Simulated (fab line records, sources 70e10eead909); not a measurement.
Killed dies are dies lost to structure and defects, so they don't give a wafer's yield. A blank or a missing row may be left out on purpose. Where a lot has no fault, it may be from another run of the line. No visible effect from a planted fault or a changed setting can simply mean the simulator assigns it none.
Comparing a struck lot with a sound one	flow nand-harc	36 steps out of a route of 1302
Sound: the wafers L288.1, L288.5, L288.6. Struck: wafer L299.1 (L299.2, L299.3, from the same lot, were not struck and are left out); the cause is given at the end.
Per side, at each step with rows, come the tool, then ch with its chambers, and then its first start. Under that, the readings that differ: sound wafers	struck wafers	difference of the means	sigmas: that difference in standard deviations of wafers without a fault.
alike: readings with means less than 2 such deviations apart, plus words and numbers identical on both sides. not compared: withheld readings, readings lacking a value on some wafer, bounds such as >300 that could conceal the same value, and numbers that have no deviation in the record and whose values overlap.
Wherever a step has rows on one side only, a row that says differs or no value, or a row with sigmas, the two part there. Non-overlapping numbers with no deviation appear without sigmas and do not part them. Lack of a reading on every wafer of one side parts them only where that side has two or more wafers.

first, 4 steps without rows for these wafers: NHARC_A_SLIT_ETCH_29 (etches the open film in CF4/O2, target depth 100 nm, overetch 10 nm, time 55 s); NHARC_A_SLIT_STRIP_18 (strips in O2); NHARC_A_SLIT_PRECLEAN_19 (cleans in SC1); NHARC_A_SLIT_SRD_20.
NHARC_A_SLIT_CD_MEAS_21:
  struck on cd-sem-03, day 26 08:32; sound on cd-sem-01, day 21 03:35
  alike: cd-nm
then, 3 steps without rows for these wafers: NHARC_A_SIN_REMOVE_WET_00 (chemistry H3PO4, time 15300 s); NHARC_A_SIN_REMOVE_PRECLEAN_01 (cleans in SC1); NHARC_A_SIN_REMOVE_SRD_02.
NHARC_A_SIN_REMOVE_INSPECT_04:
  struck on defect-inspect-02, day 26 15:06; sound on defect-inspect-02, day 21 10:14
  alike: raw-defect-count
NHARC_A_WL_FILL_ALD_00: deposits Al2O3, target thk 3 nm, pulse time 3 s, ald cycles 30.
  sound on ald-hk-01 ch 0,1,3, day 21 10:28; struck on ald-hk-01 ch 0, day 26 15:10
  alike: heater-power-w, precursor-pulse-height-rel
then, 1 step without rows for these wafers: NHARC_A_WL_FILL_RTA_01 (time 5 s).
NHARC_A_WL_FILL_ALD_02: deposits TiN, target thk 2 nm, pulse time 3 s, ald cycles 100.
  sound on ald-metal-04 ch 0,1, day 21 11:00; struck on ald-metal-03 ch 2, day 26 15:40
  alike: heater-power-w, precursor-pulse-height-rel
then, 1 step without rows for these wafers: NHARC_A_WL_FILL_CVD_03 (deposits W, target thk 40 nm, time 279 s).
NHARC_A_WL_FILL_ETCHBACK_04: etches the open film in NF3, target depth 60 nm, time 120 s.
  sound on rie-metal-03 ch 0,1, day 21 11:48; struck on rie-metal-03 ch 0, day 26 16:28
reading	sound	struck	difference	sigmas
drypump-motor-current-A (A)	6.2 5.0 6.2	5.0	-0.8	-2
  alike: oes-product-au
  not compared: rf-hours-counter-h
then, 9 steps without rows for these wafers: NHARC_A_WL_FILL_ETCHBACK_05 (etches the open film in Cl2/BCl3, target depth 22 nm, time 60 s); NHARC_A_WL_FILL_STRIP_27 (strips in N2/H2, time 20 s); NHARC_A_WL_FILL_STRIP_28 (strips in post etch residue remover, time 1200 s); NHARC_A_WL_FILL_PRECLEAN_06 (cleans in DIW, time 300 s); NHARC_A_WL_FILL_SRD_07; NHARC_A_WL_FILL_ANNEAL_08 (time 1800 s); NHARC_A_WL_FILL_ALD_10 (deposits SiO2, target thk 50 nm, pulse time 10 s, ald cycles 500); NHARC_A_WL_FILL_ETCHBACK_16 (etches the open film in C4F8/O2/Ar, target depth 120 nm, time 24 s); NHARC_A_WL_FILL_STRIP_29 (strips in O2, time 20 s).
NHARC_A_WL_FILL_ETCHBACK_17: etches the open film in Cl2/BCl3, target depth 4 nm, time 26.7 s.
  sound on rie-metal-03 ch 0,1, day 21 22:44; struck on rie-metal-03 ch 0, day 27 03:42
  alike: drypump-motor-current-A, oes-product-au
  not compared: rf-hours-counter-h
then, 3 steps without rows for these wafers: NHARC_A_WL_FILL_PRECLEAN_18 (cleans in dHF, time 30 s); NHARC_A_WL_FILL_SRD_21; NHARC_A_WL_FILL_CVD_23 (deposits poly-Si, target thk 40 nm, time 800 s).
NHARC_A_WL_FILL_ETCHBACK_26: etches the open film in HBr, target depth 52 nm, time 13.3 s.
  sound on rie-si-06 ch 1,2, day 22 03:56; struck on rie-si-05 ch 0, day 27 08:52
reading	sound	struck	difference	sigmas
drypump-motor-current-A (A)	5.5 5.4 5.5	6.5	+1.0	+2
  alike: oes-product-au, throttle-valve-pct
  not compared: rf-hours-counter-h
then, 6 steps without rows for these wafers: NHARC_A_WL_FILL_PRECLEAN_30 (cleans in dHF, time 10 s); NHARC_A_WL_FILL_SRD_14; NHARC_A_WL_FILL_ALD_19 (deposits TiN, target thk 2 nm, pulse time 3 s, ald cycles 100); NHARC_A_WL_FILL_CVD_20 (deposits W, target thk 100 nm, time 74 s); NHARC_A_WL_FILL_CMP_12 (polishes, t overpolish 30 s, target thk 100 nm); NHARC_A_WL_FILL_SRD_31.
NHARC_A_CONTACT_DEP_24: deposits SiO2, target thk 500 nm.
  sound on pecvd-02 ch 0,1,2, day 22 05:07; struck on pecvd-03 ch 1, day 27 10:02
  alike: heater-power-w, throttle-valve-pct
-- the record jumps here: 3 days lie between the struck wafers' starts before and after (it left off in module A_CONTACT and takes up again in module END, whose first step shown is number 1302 of the route) --
NHARC_END_SORT_01:
  sound on prober-01 ch 0, day 25 05:38; struck on prober-02 ch 0, day 30 12:52
reading	sound	struck	difference	sigmas
killed-at-array	36 37 28	141	+107	+6
killed-dies	40 37 30	143	+107	+6
  alike: killed-at-other, killed-at-periphery, killed-open, killed-short

WHERE THEY PART
Earliest at NHARC_A_WL_FILL_ETCHBACK_04; latest, in this record, at NHARC_END_SORT_01.

WHY: whatever the simulator had introduced
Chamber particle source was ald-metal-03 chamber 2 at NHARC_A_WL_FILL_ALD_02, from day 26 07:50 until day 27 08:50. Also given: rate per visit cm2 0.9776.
